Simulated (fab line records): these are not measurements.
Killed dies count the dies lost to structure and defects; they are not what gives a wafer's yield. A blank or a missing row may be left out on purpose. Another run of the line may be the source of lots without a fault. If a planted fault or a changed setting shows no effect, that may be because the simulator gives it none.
fab line records -- flow nandHarc
record: lots: 6, wafers: 18, lastDay: 33
route steps=1302 shown A_SOURCE_PLATE@414 A_ONON_D1@424 A_CHANNEL_HOLE_D1@450 END@1302
lots that met no fault: taken from a fault-free run of the same line
startH: hours from the record's first day to the start of the lot's first wafer shown -- waitH: hours from the lot's prior step to this one -- " unchanged from the row above -- L1.1+2: several wafers, shown together as one row -- - value missing, or start not given -- * or withheld: withheld -- < > ~ a bound
route shown NAME@n: names a module that has steps shown in the file, with the first one's number in the route -- usual: mean/standard deviation of fault-free wafers -- same: alike in all rows -- chamber/n: place in a boat -- sites: each site's reading -- _std_site: their standard deviation -- _edge_site: outer sites' mean less inner sites' -- radiusMm: for every site, how far away it sits from the centre of the wafer -- mask NAME#n: copy n -- behind: tool/chamber where the wafer was last shaped -- hold: why the lot went on hold/how many hours it stayed there/how the hold came to an end -- device: the transistor (n, p or np) that didn't switch -- end of line: the tests these same wafers got at the end of their route -- a step with no rows: only its recipe -- killed: dies lost to structure and defects at the first sort, not the wafer's yield -- map: a wafer's dies, marking killed ones x, the rest . and places with no die _
set.NAME: the setting that was run; set.NAME@STEP: the one run at that earlier step -- model.NAME: the simulator's own value behind a step, which no gauge read
lots at some steps of the route; a table a step, a row a wafer
services: from which hour (startH, from the record's first day; less than 0 if before it) a tool's chamber was out of use, for how many hours, and why
== steps ==
step: NHARC_A_SOURCE_PLATE_SRD_01
step: NHARC_A_SOURCE_PLATE_OXIDE_02
recipe: targetThkA: 100, tempC: 900, oxTimeS: 1362, material: SiO2
step: NHARC_A_SOURCE_PLATE_THK_MEAS_09
recipe: thkMeasGauge: ellipsometry
usual: thkNm: 9.7/1.2
lot.wafer,tool,chamber,startH,waitH,thkNm
L780.2,filmMetro-02,-,203.69,0.4,9.4
L780.4,filmMetro-02,-,203.69,0.4,10.8
L780.6,filmMetro-02,-,203.69,0.4,11.2
L782.2,filmMetro-02,-,222.32,0.4,9.6
L782.4,filmMetro-02,-,222.32,0.4,10.1
L782.5,filmMetro-02,-,222.32,0.4,9.9
L788.1,filmMetro-02,-,295.74,0.4,9.1
L788.3,filmMetro-02,-,295.74,0.4,7.4
L788.6,filmMetro-02,-,295.74,0.4,8.5
L789.1,filmMetro-01,-,295.74,0.4,9.7
L789.3,filmMetro-01,-,295.74,0.4,7.9
L789.6,filmMetro-01,-,295.74,0.4,8.5
L790.1,filmMetro-02,-,312.78,0.4,9.5
L790.2,filmMetro-02,-,312.78,0.4,7.9
L790.5,filmMetro-02,-,312.78,0.4,9.6
L795.1,filmMetro-01,-,359.41,0.4,10.2
L795.3,filmMetro-01,-,359.41,0.4,9.6
L795.5,filmMetro-01,-,359.41,0.4,12.1
step: NHARC_A_SOURCE_PLATE_PVD_04
recipe: targetThkA: 500, material: WSi2
step: NHARC_A_SOURCE_PLATE_CVD_03
recipe: targetThkA: 2000, tempC: 620, pressureMtorr: 200, timeS: 4000, material: poly-Si
step: NHARC_A_SOURCE_PLATE_ANNEAL_05
recipe: tempC: 850, timeS: 1800
step: NHARC_A_SOURCE_PLATE_THK_MEAS_06
recipe: thkMeasGauge: ellipsometry
usual: thkNm: 199.6/2.2
lot.wafer,tool,chamber,startH,waitH,thkNm
L780.2,filmMetro-02,-,216.66,0.4,200.7
L780.4,filmMetro-02,-,216.66,0.4,199.4
L780.6,filmMetro-02,-,216.66,0.4,198.7
L782.2,filmMetro-01,-,235.70,0.4,202.9
L782.4,filmMetro-01,-,235.70,0.4,202.8
L782.5,filmMetro-01,-,235.70,0.4,203.5
L788.1,filmMetro-02,-,309.09,0.4,201.9
L788.3,filmMetro-02,-,309.09,0.4,202.7
L788.6,filmMetro-02,-,309.09,0.4,199.2
L789.1,filmMetro-01,-,309.09,0.4,201.4
L789.3,filmMetro-01,-,309.09,0.4,202.2
L789.6,filmMetro-01,-,309.09,0.4,197.5
L790.1,filmMetro-02,-,326.03,0.4,200.5
L790.2,filmMetro-02,-,326.03,0.4,200.5
L790.5,filmMetro-02,-,326.03,0.4,202.0
L795.1,filmMetro-01,-,373.02,0.4,199.6
L795.3,filmMetro-01,-,373.02,0.4,198.1
L795.5,filmMetro-01,-,373.02,0.4,197.1
step: NHARC_A_SOURCE_PLATE_INSPECT_08
usual: rawDefectCount: 60/22
lot.wafer,tool,chamber,startH,waitH,rawDefectCount
L780.2,defectInspect-02,-,216.72,0.0,103
L780.4,defectInspect-02,-,216.72,0.0,92
L780.6,defectInspect-02,-,216.72,0.0,86
L782.2,defectInspect-01,-,235.76,0.0,72
L782.4,defectInspect-01,-,235.76,0.0,64
L782.5,defectInspect-01,-,235.76,0.0,58
L788.1,defectInspect-01,-,309.16,0.0,80
L788.3,defectInspect-01,-,309.16,0.0,44
L788.6,defectInspect-01,-,309.16,0.0,49
L789.1,defectInspect-02,-,309.16,0.0,71
L789.3,defectInspect-02,-,309.16,0.0,61
L789.6,defectInspect-02,-,309.16,0.0,69
L790.1,defectInspect-01,-,326.14,0.0,32
L790.2,defectInspect-01,-,326.14,0.0,76
L790.5,defectInspect-01,-,326.14,0.0,37
L795.1,defectInspect-02,-,373.08,0.0,42
L795.3,defectInspect-02,-,373.08,0.0,45
L795.5,defectInspect-02,-,373.08,0.0,53
step: NHARC_A_ONON_D1_DEP_00
recipe: targetThkA: 10000, n2FlowSccm: 2750, n2oFlowSccm: 2000, nh3FlowSccm: 500, sih4FlowSccm: 210, tempC: 400
step: NHARC_A_ONON_D1_THK_MEAS_02
recipe: thkMeasGauge: ellipsometry
usual: thkNm: 1001/11
lot.wafer,tool,chamber,startH,waitH,thkNm
L780.2,filmMetro-02,-,217.29,-,1025
L780.4,filmMetro-02,-,217.29,-,1026
L780.6,filmMetro-02,-,217.29,-,1027
L782.2,filmMetro-01,-,236.34,-,1014
L782.4,filmMetro-01,-,236.34,-,1013
L782.5,filmMetro-01,-,236.34,-,1014
L788.1,filmMetro-02,-,309.73,-,1006
L788.3,filmMetro-02,-,309.73,-,1006
L788.6,filmMetro-02,-,309.73,-,1009
L789.1,filmMetro-01,-,309.74,-,978
L789.3,filmMetro-01,-,309.74,-,978
L789.6,filmMetro-01,-,309.74,-,977
L790.1,filmMetro-01,-,326.72,-,984
L790.2,filmMetro-01,-,326.72,-,985
L790.5,filmMetro-01,-,326.72,-,984
L795.1,filmMetro-01,-,373.66,-,985
L795.3,filmMetro-01,-,373.66,-,984
L795.5,filmMetro-01,-,373.66,-,984
step: NHARC_A_ONON_D1_DEP_03
recipe: targetThkA: 10000, n2FlowSccm: 2750, n2oFlowSccm: 2000, nh3FlowSccm: 500, sih4FlowSccm: 210, tempC: 400
usual: nh3FlowSccm: 500.0/1.5
lot.wafer,tool,chamber,startH,waitH,nh3FlowSccm
L780.2,pecvdOnon-04,0,217.41,0.1,498.9
L780.4,pecvdOnon-04,0,217.41,0.1,499.4
L780.6,pecvdOnon-04,0,217.41,0.1,500.6
L782.2,pecvdOnon-04,0,236.45,0.1,502.6
L782.4,pecvdOnon-04,0,236.45,0.1,501.3
L782.5,pecvdOnon-04,0,236.45,0.1,500.5
L788.1,pecvdOnon-02,0,309.78,0.1,499.8
L788.3,pecvdOnon-02,0,309.78,0.1,498.1
L788.6,pecvdOnon-02,0,309.78,0.1,498.9
L789.1,pecvdOnon-04,0,309.79,0.1,502.3
L789.3,pecvdOnon-04,0,309.79,0.1,502.2
L789.6,pecvdOnon-04,0,309.79,0.1,500.7
L790.1,pecvdOnon-02,0,326.77,0.1,502.3
L790.2,pecvdOnon-02,0,326.77,0.1,502.1
L790.5,pecvdOnon-02,0,326.77,0.1,500.8
L795.1,pecvdOnon-01,0,373.72,0.1,499.9
L795.3,pecvdOnon-01,0,373.72,0.1,498.7
L795.5,pecvdOnon-01,0,373.72,0.1,500.2
step: NHARC_A_ONON_D1_THK_MEAS_05
recipe: thkMeasGauge: ellipsometry
usual: thkNm: 1002/9.1
lot.wafer,tool,chamber,startH,waitH,thkNm
L780.2,filmMetro-02,-,217.86,-,1010
L780.4,filmMetro-02,-,217.86,-,1008
L780.6,filmMetro-02,-,217.86,-,1011
L782.2,filmMetro-01,-,236.90,-,985
L782.4,filmMetro-01,-,236.90,-,983
L782.5,filmMetro-01,-,236.90,-,984
L788.1,filmMetro-01,-,310.30,-,999
L788.3,filmMetro-01,-,310.30,-,1001
L788.6,filmMetro-01,-,310.30,-,1000
L789.1,filmMetro-02,-,310.30,-,1001
L789.3,filmMetro-02,-,310.30,-,1001
L789.6,filmMetro-02,-,310.30,-,1003
L790.1,filmMetro-01,-,327.28,-,1012
L790.2,filmMetro-01,-,327.28,-,1014
L790.5,filmMetro-01,-,327.28,-,1012
L795.1,filmMetro-01,-,374.23,-,991
L795.3,filmMetro-01,-,374.23,-,992
L795.5,filmMetro-01,-,374.23,-,992
step: NHARC_A_ONON_D1_DEP_06
recipe: targetThkA: 10000, n2FlowSccm: 2750, n2oFlowSccm: 2000, nh3FlowSccm: 500, sih4FlowSccm: 210, tempC: 400
step: NHARC_A_ONON_D1_THK_MEAS_08
recipe: thkMeasGauge: ellipsometry
usual: thkNm: 998/8.3
lot.wafer,tool,chamber,startH,waitH,thkNm
L780.2,filmMetro-02,-,218.43,-,991
L780.4,filmMetro-02,-,218.43,-,991
L780.6,filmMetro-02,-,218.43,-,987
L782.2,filmMetro-01,-,237.47,-,1006
L782.4,filmMetro-01,-,237.47,-,1005
L782.5,filmMetro-01,-,237.47,-,1005
L788.1,filmMetro-02,-,310.86,-,986
L788.3,filmMetro-02,-,310.86,-,987
L788.6,filmMetro-02,-,310.86,-,988
L789.1,filmMetro-01,-,310.87,-,999
L789.3,filmMetro-01,-,310.87,-,997
L789.6,filmMetro-01,-,310.87,-,999
L790.1,filmMetro-02,-,327.85,-,997
L790.2,filmMetro-02,-,327.85,-,997
L790.5,filmMetro-02,-,327.85,-,996
L795.1,filmMetro-01,-,374.79,-,997
L795.3,filmMetro-01,-,374.79,-,994
L795.5,filmMetro-01,-,374.79,-,997
step: NHARC_A_ONON_D1_DEP_09
recipe: targetThkA: 10000, n2FlowSccm: 2750, n2oFlowSccm: 2000, nh3FlowSccm: 500, sih4FlowSccm: 210, tempC: 400
step: NHARC_A_ONON_D1_THK_MEAS_11
recipe: thkMeasGauge: ellipsometry
usual: thkNm: 1001/9.5
lot.wafer,tool,chamber,startH,waitH,thkNm
L780.2,filmMetro-01,-,219.00,-,1001
L780.4,filmMetro-01,-,219.00,-,1002
L780.6,filmMetro-01,-,219.00,-,1001
L782.2,filmMetro-01,-,238.03,-,1005
L782.4,filmMetro-01,-,238.03,-,1002
L782.5,filmMetro-01,-,238.03,-,1004
L788.1,filmMetro-01,-,311.44,-,1028
L788.3,filmMetro-01,-,311.44,-,1027
L788.6,filmMetro-01,-,311.44,-,1028
L789.1,filmMetro-02,-,311.44,-,987
L789.3,filmMetro-02,-,311.44,-,984
L789.6,filmMetro-02,-,311.44,-,987
L790.1,filmMetro-01,-,328.42,-,1010
L790.2,filmMetro-01,-,328.42,-,1009
L790.5,filmMetro-01,-,328.42,-,1010
L795.1,filmMetro-01,-,375.36,-,1016
L795.3,filmMetro-01,-,375.36,-,1017
L795.5,filmMetro-01,-,375.36,-,1015
step: NHARC_A_ONON_D1_DEP_12
recipe: targetThkA: 10000, n2FlowSccm: 2750, n2oFlowSccm: 2000, nh3FlowSccm: 500, sih4FlowSccm: 210, tempC: 400
step: NHARC_A_ONON_D1_THK_MEAS_14
recipe: thkMeasGauge: ellipsometry
usual: thkNm: 1000/8.8
lot.wafer,tool,chamber,startH,waitH,thkNm
L780.2,filmMetro-02,-,219.57,-,1010
L780.4,filmMetro-02,-,219.57,-,1009
L780.6,filmMetro-02,-,219.57,-,1010
L782.2,filmMetro-02,-,238.60,-,993
L782.4,filmMetro-02,-,238.60,-,993
L782.5,filmMetro-02,-,238.60,-,993
L789.1,filmMetro-01,-,312.00,-,998
L789.3,filmMetro-01,-,312.00,-,1000
L789.6,filmMetro-01,-,312.00,-,1001
L788.1,filmMetro-02,-,312.00,-,1003
L788.3,filmMetro-02,-,312.00,-,1003
L788.6,filmMetro-02,-,312.00,-,1002
L790.1,filmMetro-01,-,328.99,-,998
L790.2,filmMetro-01,-,328.99,-,997
L790.5,filmMetro-01,-,328.99,-,995
L795.1,filmMetro-01,-,375.93,-,1017
L795.3,filmMetro-01,-,375.93,-,1016
L795.5,filmMetro-01,-,375.93,-,1017
step: NHARC_A_ONON_D1_ANNEAL_15
recipe: tempC: 750, timeS: 3600
step: NHARC_A_ONON_D1_DEP_16
recipe: targetThkA: 10000, n2FlowSccm: 2750, n2oFlowSccm: 2000, nh3FlowSccm: 500, sih4FlowSccm: 210, tempC: 400
step: NHARC_A_ONON_D1_THK_MEAS_18
recipe: thkMeasGauge: ellipsometry
usual: thkNm: 998/8.2
lot.wafer,tool,chamber,startH,waitH,thkNm
L780.2,filmMetro-02,-,227.56,-,988
L780.4,filmMetro-02,-,227.56,-,987
L780.6,filmMetro-02,-,227.56,-,990
L782.2,filmMetro-01,-,249.99,-,1006
L782.4,filmMetro-01,-,249.99,-,1006
L782.5,filmMetro-01,-,249.99,-,1004
L788.1,filmMetro-02,-,320.90,-,992
L788.3,filmMetro-02,-,320.90,-,993
L788.6,filmMetro-02,-,320.90,-,993
L789.1,filmMetro-01,-,320.91,-,1005
L789.3,filmMetro-01,-,320.91,-,1006
L789.6,filmMetro-01,-,320.91,-,1005
L790.1,filmMetro-01,-,337.22,-,1011
L790.2,filmMetro-01,-,337.22,-,1010
L790.5,filmMetro-01,-,337.22,-,1011
L795.1,filmMetro-01,-,383.70,-,985
L795.3,filmMetro-01,-,383.70,-,984
L795.5,filmMetro-01,-,383.70,-,985
step: NHARC_A_ONON_D1_DEP_19
recipe: targetThkA: 10000, n2FlowSccm: 2750, n2oFlowSccm: 2000, nh3FlowSccm: 500, sih4FlowSccm: 210, tempC: 400
step: NHARC_A_ONON_D1_THK_MEAS_21
recipe: thkMeasGauge: ellipsometry
usual: thkNm: 1000/9.8
lot.wafer,tool,chamber,startH,waitH,thkNm
L780.2,filmMetro-01,-,228.13,-,992
L780.4,filmMetro-01,-,228.13,-,995
L780.6,filmMetro-01,-,228.13,-,993
L782.2,filmMetro-02,-,250.56,-,1011
L782.4,filmMetro-02,-,250.56,-,1011
L782.5,filmMetro-02,-,250.56,-,1011
L788.1,filmMetro-02,-,321.46,-,998
L788.3,filmMetro-02,-,321.46,-,1000
L788.6,filmMetro-02,-,321.46,-,997
L789.1,filmMetro-01,-,321.81,-,1003
L789.3,filmMetro-01,-,321.81,-,1003
L789.6,filmMetro-01,-,321.81,-,1004
L790.1,filmMetro-01,-,337.79,-,1013
L790.2,filmMetro-01,-,337.79,-,1012
L790.5,filmMetro-01,-,337.79,-,1011
L795.1,filmMetro-01,-,384.27,-,989
L795.3,filmMetro-01,-,384.27,-,989
L795.5,filmMetro-01,-,384.27,-,989
step: NHARC_A_ONON_D1_DEP_22
recipe: targetThkA: 10000, n2FlowSccm: 2750, n2oFlowSccm: 2000, nh3FlowSccm: 500, sih4FlowSccm: 210, tempC: 400
step: NHARC_A_ONON_D1_THK_MEAS_24
recipe: thkMeasGauge: ellipsometry
usual: thkNm: 998/9
lot.wafer,tool,chamber,startH,waitH,thkNm
L780.2,filmMetro-01,-,228.70,-,1019
L780.4,filmMetro-01,-,228.70,-,1019
L780.6,filmMetro-01,-,228.70,-,1021
L782.2,filmMetro-02,-,251.12,-,1006
L782.4,filmMetro-02,-,251.12,-,1009
L782.5,filmMetro-02,-,251.12,-,1009
L788.1,filmMetro-01,-,322.16,-,997
L788.3,filmMetro-01,-,322.16,-,998
L788.6,filmMetro-01,-,322.16,-,999
L789.1,filmMetro-01,-,322.38,-,1005
L789.3,filmMetro-01,-,322.38,-,1003
L789.6,filmMetro-01,-,322.38,-,1005
L790.1,filmMetro-01,-,338.35,-,1002
L790.2,filmMetro-01,-,338.35,-,999
L790.5,filmMetro-01,-,338.35,-,1000
L795.1,filmMetro-01,-,384.84,-,989
L795.3,filmMetro-01,-,384.84,-,986
L795.5,filmMetro-01,-,384.84,-,989
step: NHARC_A_ONON_D1_DEP_25
recipe: targetThkA: 10000, n2FlowSccm: 2750, n2oFlowSccm: 2000, nh3FlowSccm: 500, sih4FlowSccm: 210, tempC: 400
step: NHARC_A_ONON_D1_THK_MEAS_27
recipe: thkMeasGauge: ellipsometry
usual: thkNm: 999/7.5
lot.wafer,tool,chamber,startH,waitH,thkNm
L780.2,filmMetro-01,-,229.27,-,1005
L780.4,filmMetro-01,-,229.27,-,1005
L780.6,filmMetro-01,-,229.27,-,1003
L782.2,filmMetro-02,-,251.69,-,997
L782.4,filmMetro-02,-,251.69,-,994
L782.5,filmMetro-02,-,251.69,-,997
L788.1,filmMetro-02,-,322.73,-,1008
L788.3,filmMetro-02,-,322.73,-,1008
L788.6,filmMetro-02,-,322.73,-,1009
L789.1,filmMetro-02,-,322.95,-,1007
L789.3,filmMetro-02,-,322.95,-,1006
L789.6,filmMetro-02,-,322.95,-,1007
L790.1,filmMetro-02,-,338.91,-,994
L790.2,filmMetro-02,-,338.91,-,994
L790.5,filmMetro-02,-,338.91,-,994
L795.1,filmMetro-01,-,385.41,-,1006
L795.3,filmMetro-01,-,385.41,-,1007
L795.5,filmMetro-01,-,385.41,-,1008
step: NHARC_A_ONON_D1_DEP_28
recipe: targetThkA: 10000, n2FlowSccm: 2750, n2oFlowSccm: 2000, nh3FlowSccm: 500, sih4FlowSccm: 210, tempC: 400
step: NHARC_A_ONON_D1_THK_MEAS_30
recipe: thkMeasGauge: ellipsometry
usual: thkNm: 1000/9
lot.wafer,tool,chamber,startH,waitH,thkNm
L780.2,filmMetro-02,-,229.84,-,1005
L780.4,filmMetro-02,-,229.84,-,1004
L780.6,filmMetro-02,-,229.84,-,1002
L782.2,filmMetro-02,-,252.26,-,996
L782.4,filmMetro-02,-,252.26,-,995
L782.5,filmMetro-02,-,252.26,-,995
L788.1,filmMetro-01,-,323.30,-,1000
L788.3,filmMetro-01,-,323.30,-,1001
L788.6,filmMetro-01,-,323.30,-,1001
L789.1,filmMetro-01,-,323.52,-,1007
L789.3,filmMetro-01,-,323.52,-,1008
L789.6,filmMetro-01,-,323.52,-,1009
L790.1,filmMetro-02,-,339.49,-,986
L790.2,filmMetro-02,-,339.49,-,987
L790.5,filmMetro-02,-,339.49,-,987
L795.1,filmMetro-01,-,385.97,-,989
L795.3,filmMetro-01,-,385.97,-,990
L795.5,filmMetro-01,-,385.97,-,989
step: NHARC_A_ONON_D1_DEP_33
recipe: targetThkA: 2000, tempC: 400, pressureTorr: 6.5, rfW: 900, teosFlowSccm: 161.4, flowSccm: 2650, targetThkNm: 200, gas: O2, material: SiO2
usual: heaterPowerW: 598/110, throttleValvePct: 16.2/0.74
lot.wafer,tool,chamber,startH,waitH,heaterPowerW,throttleValvePct
L780.2,pecvd-01,0,229.89,0.1,581,15.8
L780.4,pecvd-01,1,229.89,0.1,685,15.9
L780.6,pecvd-01,2,229.89,0.1,407,16.5
L782.2,pecvd-04,2,252.32,0.1,812,17.7
L782.4,pecvd-04,0,252.32,0.1,533,15.5
L782.5,pecvd-04,1,252.32,0.1,497,16.2
L788.3,pecvd-03,0,323.40,0.1,582,15.7
L788.1,pecvd-03,1,323.40,0.1,510,16.9
L788.6,pecvd-03,0,323.40,0.1,581,16.0
L789.3,pecvd-04,1,323.62,0.1,476,15.7
L789.1,pecvd-04,2,323.62,0.1,842,17.3
L789.6,pecvd-04,2,323.62,0.1,850,17.4
L790.2,pecvd-03,0,339.59,0.1,648,15.5
L790.1,pecvd-03,1,339.59,0.1,630,16.9
L790.5,pecvd-03,2,339.59,0.1,708,15.6
L795.3,pecvd-03,2,386.07,0.1,731,15.4
L795.1,pecvd-03,0,386.07,0.1,625,15.8
L795.5,pecvd-03,1,386.07,0.1,535,17.2
step: NHARC_A_ONON_D1_THK_MEAS_34
recipe: thkMeasGauge: ellipsometry
usual: thkNm: 199.9/2.8
lot.wafer,tool,chamber,startH,waitH,thkNm
L780.2,filmMetro-01,-,230.31,-,196.1
L780.4,filmMetro-01,-,230.31,-,200.6
L780.6,filmMetro-01,-,230.31,-,199.0
L782.2,filmMetro-01,-,252.76,-,200.1
L782.4,filmMetro-01,-,252.76,-,197.5
L782.5,filmMetro-01,-,252.76,-,201.6
L788.1,filmMetro-01,-,323.77,-,197.3
L788.3,filmMetro-01,-,323.77,-,196.7
L788.6,filmMetro-01,-,323.77,-,201.4
L789.1,filmMetro-01,-,323.99,-,197.5
L789.3,filmMetro-01,-,323.99,-,194.6
L789.6,filmMetro-01,-,323.99,-,200.8
L790.1,filmMetro-02,-,339.96,-,198.4
L790.2,filmMetro-02,-,339.96,-,197.3
L790.5,filmMetro-02,-,339.96,-,202.1
L795.1,filmMetro-01,-,386.44,-,196.3
L795.3,filmMetro-01,-,386.44,-,196.2
L795.5,filmMetro-01,-,386.44,-,201.8
step: NHARC_A_CHANNEL_HOLE_D1_DEP_00
recipe: targetThkA: 31000, tempC: 400, material: aC
usual: throttleValvePct: 35.001/0.0088
lot.wafer,tool,chamber,startH,waitH,throttleValvePct
L780.2,aclDep-02,0,230.78,0.4,35.013
L780.4,aclDep-02,0,230.78,0.4,34.992
L780.6,aclDep-02,0,230.78,0.4,35.005
L782.2,aclDep-03,0,255.58,2.8,34.994
L782.4,aclDep-03,0,255.58,2.8,35.003
L782.5,aclDep-03,0,255.58,2.8,35.012
L788.1,aclDep-03,0,323.93,0.1,34.988
L788.3,aclDep-03,0,323.93,0.1,34.998
L788.6,aclDep-03,0,323.93,0.1,35.011
L789.1,aclDep-01,0,324.97,0.9,35.004
L789.3,aclDep-01,0,324.97,0.9,34.996
L789.6,aclDep-01,0,324.97,0.9,34.994
L790.1,aclDep-03,0,342.17,2.1,35.010
L790.2,aclDep-03,0,342.17,2.1,35.001
L790.5,aclDep-03,0,342.17,2.1,34.986
L795.1,aclDep-02,0,390.22,3.7,35.009
L795.3,aclDep-02,0,390.22,3.7,34.985
L795.5,aclDep-02,0,390.22,3.7,35.000
step: NHARC_A_CHANNEL_HOLE_D1_DEP_01
recipe: targetThkA: 1400, targetThkNm: 140, tempC: 400, pressureTorr: 3.5, flowSccm: 200, rfW: 350, material: SiON
usual: heaterPowerW: 788/110
lot.wafer,tool,chamber,startH,waitH,heaterPowerW
L780.2,pecvd-04,1,232.45,1.4,753
L780.4,pecvd-04,2,232.45,1.4,960
L780.6,pecvd-04,0,232.45,1.4,809
L782.2,pecvd-04,2,257.20,1.3,1052
L782.5,pecvd-04,2,257.20,1.3,1052
L782.4,pecvd-04,1,257.20,1.3,793
L788.3,pecvd-04,2,325.86,1.0,1039
L788.1,pecvd-04,1,325.86,1.0,701
L788.6,pecvd-04,0,325.86,1.0,680
L789.1,pecvd-03,1,326.92,1.6,776
L789.3,pecvd-03,2,326.92,1.6,861
L789.6,pecvd-03,2,326.92,1.6,844
L790.2,pecvd-04,2,344.10,1.3,867
L790.1,pecvd-04,1,344.10,1.3,661
L790.5,pecvd-04,2,344.10,1.3,889
L795.3,pecvd-04,1,392.12,1.0,634
L795.1,pecvd-04,2,392.12,1.0,867
L795.5,pecvd-04,1,392.12,1.0,648
step: NHARC_A_CHANNEL_HOLE_D1_DEHYDRATE_02
recipe: tempC: 150, timeS: 120
step: NHARC_A_CHANNEL_HOLE_D1_HMDS_03
recipe: timeS: 30
step: NHARC_A_CHANNEL_HOLE_D1_COAT_36
recipe: tempC: 260, timeS: 75
step: NHARC_A_CHANNEL_HOLE_D1_COAT_37
recipe: tempC: 225, timeS: 65
step: NHARC_END_SORT_01
recipe: tempC: 25
usual: killedAtArray: 52/19, killedAtOther: 0.8/1, killedAtPeriphery: 3.7/2.5, killedDies: 56/19, killedOpen: 3.5/2, killedShort: 2.2/1.4
same: grossDies: 677
lot.wafer,tool,chamber,startH,waitH,killedAtArray,killedAtOther,killedAtPeriphery,killedDies,killedOpen,killedShort
L780.2,prober-01,0,606.02,2.8,116,2,5,123,1,4
L780.4,prober-01,0,607.60,3.4,108,4,5,117,2,2
L780.6,prober-01,0,609.19,4.0,125,1,4,130,4,1
L782.2,prober-02,0,631.44,2.8,125,1,3,129,5,0
L782.4,prober-02,0,633.03,3.4,136,0,2,138,2,2
L782.5,prober-02,0,633.83,3.7,110,1,3,114,3,4
killed by level:class
L780.2 A_ONON_D1:unspecified=72 A_SLIT:chamberFilmFlake=20 A_CHANNEL_HOLE_D2:chamberFilmFlake=12 P_M2:chamberFilmFlake=4 A_CHANNEL_HOLE_D1:chamberFilmFlake=3 A_ONON_D1:geometricParticle:short=2 THIN_TSV:chamberFilmFlake=2 P_STI:geometricParticle:short=1
L780.4 A_ONON_D1:unspecified=63 A_SLIT:chamberFilmFlake=22 A_CHANNEL_HOLE_D2:chamberFilmFlake=15 P_M2:chamberFilmFlake=3 THIN_TSV:chamberFilmFlake=3 A_CHANNEL_HOLE_D1:chamberFilmFlake=2 A_CONTACT:chamberFilmFlake=2 P_M0:geometricParticle:open=1
L780.6 A_ONON_D1:unspecified=77 A_SLIT:chamberFilmFlake=32 A_CHANNEL_HOLE_D1:chamberFilmFlake=3 A_CHANNEL_HOLE_D2:chamberFilmFlake=3 A_STAIRCASE:chamberFilmFlake=3 P_M2:chamberFilmFlake=2 A_DECK1_JOINT:chamberFilmFlake=2 A_CONTACT:chamberFilmFlake=2
L782.2 A_ONON_D1:unspecified=75 A_CHANNEL_HOLE_D1:chamberFilmFlake=32 A_CONTACT:chamberFilmFlake=6 A_CHANNEL_HOLE_D2:chamberFilmFlake=5 P_GATE:chamberFilmFlake=2 A_SLIT:chamberFilmFlake=2 P_CONTACT:geometricParticle:open=1 A_ONON_D1:geometricParticle:open=1
L782.4 A_ONON_D1:unspecified=78 A_CHANNEL_HOLE_D1:chamberFilmFlake=28 A_CHANNEL_HOLE_D2:chamberFilmFlake=13 A_STAIRCASE:chamberFilmFlake=4 A_CHANNEL_FILL_D1:chamberFilmFlake=3 A_CONTACT:chamberFilmFlake=3 A_WL_FILL:chamberFilmFlake=2 A_DECK1_JOINT:geometricParticle:open=1
L782.5 A_ONON_D1:unspecified=72 A_CHANNEL_HOLE_D1:chamberFilmFlake=16 A_CHANNEL_HOLE_D2:chamberFilmFlake=15 A_STAIRCASE:chamberFilmFlake=2 P_ZERO_WELL:geometricParticle:open=1 P_CONTACT:geometricParticle:open=1 A_ONON_D1:geometricParticle:open=1 A_CHANNEL_HOLE_D1:geometricParticle:short=1
map L780.6 (x killed, . not)
____________.____________
_________...x..._________
_______..........._______
______.............______
_____..............._____
____.................____
____.................____
___...................___
___...................___
__..............x......__
__.....................__
_......................._
_x......................_
_......................._
_......................._
_......x................_
............x............
............x...x........
........x..x.............
........xxx..............
........xxxxx............
_......xxxxxx...x.x....._
_......xxx.x...x..x.x..._
_.....xxxxx..x..x.x.x..._
_....xxxx.x......xxx...._
_....x..x..x...xxxxxx.x._
__.....xx.....xxxxxxxx.__
__.............xxxxxxx.__
___..........xxxxxxxxx___
___....x.x...xxxxxxxxx___
____........xxxxxxxxx____
____......x...xxxxxxx____
_____.......x..xxxxx_____
______x.......xxxxx______
_______.x.......xx_______
_________.....xx_________
____________.____________
map L782.4 (x killed, . not)
____________.____________
_________......._________
_______x.........._______
______xx...........______
_____..xxx.........._____
____xxxxx..x.........____
____.xxxx.x....x.....____
___..xxxxx............___
___x.xx.xx.x..........___
__....xxx..xx..........__
__......x..............__
_............x.........._
_......x................_
_......................._
_......................._
_......................._
..x......................
.........x...............
.......x.................
......x..x.............x.
.........xxx.............
_.x....xx.x............._
_......x.............x.._
_.........x.....x......._
_..........x.....xxx.x.._
_............xxxxxxxx..x_
__..........x.xxxxxxxx.__
__............xxxxxxxx.__
___......x.x...xxxxxxx___
___..........xxxxxxxxx___
____.........x.xxxxxx____
____...x.x..x..xxxxxx____
_____......x.x.xxxxx_____
______........xxxxx______
_______x.....xxxxx_______
_________......x_________
____________.____________
== services ==
tool,chamber,startH,hours,kind
pecvd-03,0,198.13,-,clean
pecvd-03,1,198.13,-,clean
pecvd-03,2,198.13,-,clean
aclDep-02,-,243.23,13.0,pm
pecvdOnon-01,-,269.21,13.0,pm
pecvd-04,-,269.52,13.0,pm
pecvd-04,0,269.52,14.6,ventCycle
pecvd-04,1,269.52,13.0,ventCycle
pecvd-04,2,269.52,13.0,ventCycle
pecvd-03,1,271.68,-,calibration
pecvd-03,1,275.86,7.8,repair
pecvd-04,1,282.52,-,clean
pecvd-04,2,282.52,-,clean
aclDep-03,-,299.80,13.0,pm
pecvd-01,-,311.36,13.0,pm
pecvdOnon-04,-,311.84,13.0,pm
pecvd-03,0,327.13,10.3,repair
pecvd-03,-,366.13,13.0,pm
pecvd-03,0,366.13,13.0,ventCycle
pecvd-03,1,366.13,13.0,ventCycle
pecvdOnon-02,-,366.57,13.0,pm
aclDep-01,-,370.16,13.0,pm
pecvd-03,2,386.81,4.3,repair
pecvdOnon-01,-,389.10,10.2,repair
== key ==
firstSign: step: NHARC_END_SORT_01, reading: killedDies, direction: up, sigmas: 3.7, usual: 56, struck: 125
effect: step: NHARC_END_SORT_01, reading: killedAtArray, direction: up, sigmas: 3.7, usual: 52, struck: 120
moreKillsBornAt: NHARC_A_ONON_D1_DEP_03@pecvdOnon-04: 437
metAt NHARC_A_ONON_D1_DEP_03
struckWafers L780.2,L780.4,L780.6,L782.2,L782.4,L782.5
testerLeftOut L780,L782
fault: kind: chamberParticleSource, tool: pecvdOnon-04, chamber: -, onsetH: 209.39, steps: NHARC_A_ONON_D1_DEP_03, ratePerVisitCm2: 1.3021, endH: 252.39
testerLeftOut: of these lots the tester's yield and bins aren't shown, on N5 and GAA mostly nor the transistor test; their killed dies are dies lost to structure and defects alone, not to doping, threshold or leakage, so they don't give the yield
